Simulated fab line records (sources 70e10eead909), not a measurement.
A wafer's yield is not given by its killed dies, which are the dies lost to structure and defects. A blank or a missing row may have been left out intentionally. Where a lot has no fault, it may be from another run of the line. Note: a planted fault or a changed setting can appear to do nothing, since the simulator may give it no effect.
Which tool was responsible?	flow nand-harc	Sampling: 11 lots, 33 wafers, 5 of 1159 route steps

== WHAT THE GAUGES SHOWED, per wafer ==
NHARC_END_SORT_01.
lot	measured	on	killed-at-array
L975	day 21 11:03	prober-01	29 673 26

== WHAT TOOL EACH LOT RAN ON (gives the tool, then ch and the chambers of the sampled wafers, and finally the start) ==
lot	NHARC_A_STAIRCASE_TRIM_20	NHARC_A_STAIRCASE_ETCH_23	NHARC_A_STAIRCASE_ETCH_188	NHARC_A_STAIRCASE_TRIM_193
L965	rie-diel-07 ch 1,2, day 10 06:49	rie-diel-07 ch 0,1, day 10 09:53 or earlier	rie-diel-06 ch 1,3, day 10 09:53	rie-diel-06 ch 1,3, no start
L970	rie-diel-06 ch 0,1,3, day 11 19:38	rie-diel-06 ch 0,2, day 11 22:29 or earlier	rie-diel-06 ch 0,1,3, day 11 22:29	rie-diel-06 ch 1,3, no start
L968	rie-diel-07 ch 1,3, day 11 20:01	rie-diel-07 ch 0,2, day 11 22:50 or earlier	rie-diel-07 ch 0,1,3, day 11 22:50	rie-diel-07 ch 0,2,3, no start
L969	rie-diel-13 ch 1,2,3, day 12 00:56	rie-diel-13 ch 0,2,3, day 12 03:44 or earlier	rie-diel-13 ch 0,1,2, day 12 03:44	rie-diel-13 ch 0,1, no start
L975	rie-diel-13 ch 0,1,3, day 13 03:36	rie-diel-13 ch 1,3, day 13 06:52 or earlier	rie-diel-07 ch 0,2,3, day 13 06:52	rie-diel-07 ch 0,1,2, day 21 11:03 or earlier
L976	rie-diel-06 ch 0,3, day 14 04:22	rie-diel-06 ch 0,1,3, day 14 07:21 or earlier	rie-diel-13 ch 0,1, day 14 07:21	rie-diel-13 ch 1,3, no start
L982	rie-diel-06 ch 0,1,3, day 14 16:08	rie-diel-06 ch 1,2,3, day 14 19:12 or earlier	rie-diel-13 ch 0,1, day 14 19:12	rie-diel-13 ch 0,1,3, no start
L981	rie-diel-07 ch 2,3, day 14 21:51	rie-diel-07 ch 0,1,3, day 15 01:14 or earlier	rie-diel-06 ch 0,2, day 15 01:14	rie-diel-06 ch 0,3, no start
L983	rie-diel-13 ch 0,1,3, day 15 01:51	rie-diel-13 ch 0,1, day 15 04:48 or earlier	rie-diel-13 ch 0,1, day 15 04:48	rie-diel-13 ch 0,3, no start
L984	rie-diel-07 ch 1,2,3, day 16 00:12	rie-diel-07 ch 0,1,2, day 16 03:28 or earlier	rie-diel-06 ch 2,3, day 16 03:28	rie-diel-06 ch 0,2,3, no start
L987	rie-diel-06 ch 2,3, day 16 08:19	rie-diel-06 ch 0,2, day 16 11:41 or earlier	rie-diel-07 ch 0,2,3, day 16 11:41	rie-diel-07 ch 1,3, no start
- NHARC_A_STAIRCASE_TRIM_20: chemistry O2, time 211.2 s.
- NHARC_A_STAIRCASE_ETCH_23: etches the open film in C4F8/O2, target depth 100 nm, time 40.5 s.
- NHARC_A_STAIRCASE_ETCH_188: etches the open film in C4F8/O2, target depth 100 nm, time 40.5 s.
- NHARC_A_STAIRCASE_TRIM_193: chemistry O2, time 211.2 s.

== THE ANSWER, worked out from the rows above alone ==
Rule: usual is defined by the lots themselves. Put in order of their means at a reading, lots are off if they are a third of the lots or fewer, leave a main group of 4 or more, and stand apart from it by a gap of 3 or more times the standard deviation of the main group's means; of several such gaps the widest counts. Not used: any main group whose means are identical at the precision the tables above print for the reading. A lot without any number at a reading at which 4 lots or more have one is off too. The other lots that the step has rows for count as sound.
Across all readings shown, no lot is off: no conclusion can be drawn from this.

== WHAT THE SIMULATOR PUT IN ==
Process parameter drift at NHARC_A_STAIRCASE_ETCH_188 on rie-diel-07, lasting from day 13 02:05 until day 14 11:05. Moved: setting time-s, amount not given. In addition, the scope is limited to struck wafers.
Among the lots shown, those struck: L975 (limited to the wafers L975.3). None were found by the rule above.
